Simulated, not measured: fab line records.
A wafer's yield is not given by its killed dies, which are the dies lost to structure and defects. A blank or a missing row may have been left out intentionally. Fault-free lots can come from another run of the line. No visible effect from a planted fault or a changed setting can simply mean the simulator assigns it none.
A struck lot beside a sound one / flow nand_harc / 14 steps out of a route of 1159
Sound: these wafers, L112.1, L112.3, L112.6. Wafers L106.2, L106.3, L106.5 were the ones struck. At the end, the cause is stated.
At each step with rows: each side's tool, then ch and its chambers, then its first start. Under that, the readings that differ: sound wafers / struck wafers / difference of the means / sigmas: that difference in standard deviations of wafers without a fault.
alike: same words and numbers on both sides, and readings whose means sit less than 2 such deviations apart. not compared: any withheld reading, any reading some wafer has no value for, any bound like >300 that may hide the same value, and any number with overlapping values for which the record gives no deviation.
A row with sigmas, a row that says differs or no value, or rows on one side alone: a step with any of these is where the two part. When numbers do not overlap yet have no deviation, they are printed without sigmas and do not part them. Lack of a reading on every wafer of one side parts them only where that side has two or more wafers.

first, 5 steps without rows for these wafers: NHARC_A_STAIRCASE_EBR_246; NHARC_A_STAIRCASE_EXPOSE_247 (exposes mask SDS 1); NHARC_A_STAIRCASE_PEB_248 (peb time 130 s); NHARC_A_STAIRCASE_DEVELOP_249 (time 140 s); NHARC_A_STAIRCASE_HARDBAKE_251 (time 140 s).
NHARC_A_STAIRCASE_DESCUM_252: chemistry O2, time 3 s.
  sound on rie_diel-13 ch 1,2, day 16 04:54; struck on rie_diel-13 ch 1,2,3, day 14 14:38
  alike: drypump_motor_current_A, oes_product_au, rf_vpp_V, showerhead_plenum_p_Torr, throttle_valve_pct
  not compared: rf_hours_counter_h
NHARC_A_STAIRCASE_ETCH_253: etches the open film in C4F8/O2, target depth 50 nm, time 20.2 s.
  sound on rie_diel-13 ch 1,3, day 16 05:00; struck on rie_diel-13 ch 0,2, day 14 14:44
  alike: oes_product_au, rf_vpp_V
  not compared: rf_hours_counter_h
NHARC_A_STAIRCASE_STRIP_254: strips in O2.
  sound on plasma_asher-01 ch 0,1, day 16 06:22; struck on plasma_asher-02 ch 0,1, day 14 14:52
  alike: drypump_motor_current_A, heater_power_w
  not compared: rf_hours_counter_h
then, 3 steps without rows for these wafers: NHARC_A_STAIRCASE_STRIP_255 (strips in SPM, time 900 s); NHARC_A_STAIRCASE_PRECLEAN_256 (cleans in SC1); NHARC_A_STAIRCASE_SRD_257.
NHARC_A_STAIRCASE_HM_DEP_456: deposits aC, target thk 1500 nm.
  sound on acl_dep-02 ch 0, day 16 07:11; struck on acl_dep-02 ch 0, day 14 19:52
  alike: throttle_valve_pct
NHARC_A_STAIRCASE_DEP_259: deposits SiON, target thk 30 nm.
  sound on pecvd-03 ch 0,1,2, day 16 09:05; struck on pecvd-01 ch 0,1, day 14 21:37
  alike: heater_power_w
-- the record jumps here: 8 days lie between the struck wafers' starts before and after (it left off in module A_STAIRCASE and takes up again in module END, whose first step shown is number 1159 of the route) --
NHARC_END_SORT_01:
  sound on prober-02 ch 0, day 24 12:38; struck on prober-01 ch 0, day 22 14:34
  alike: killed_at_array, killed_at_other, killed_at_periphery, killed_dies, killed_open, killed_short

== WHERE THEY PART ==
Nowhere in this record.

WHY: what the simulator had put in
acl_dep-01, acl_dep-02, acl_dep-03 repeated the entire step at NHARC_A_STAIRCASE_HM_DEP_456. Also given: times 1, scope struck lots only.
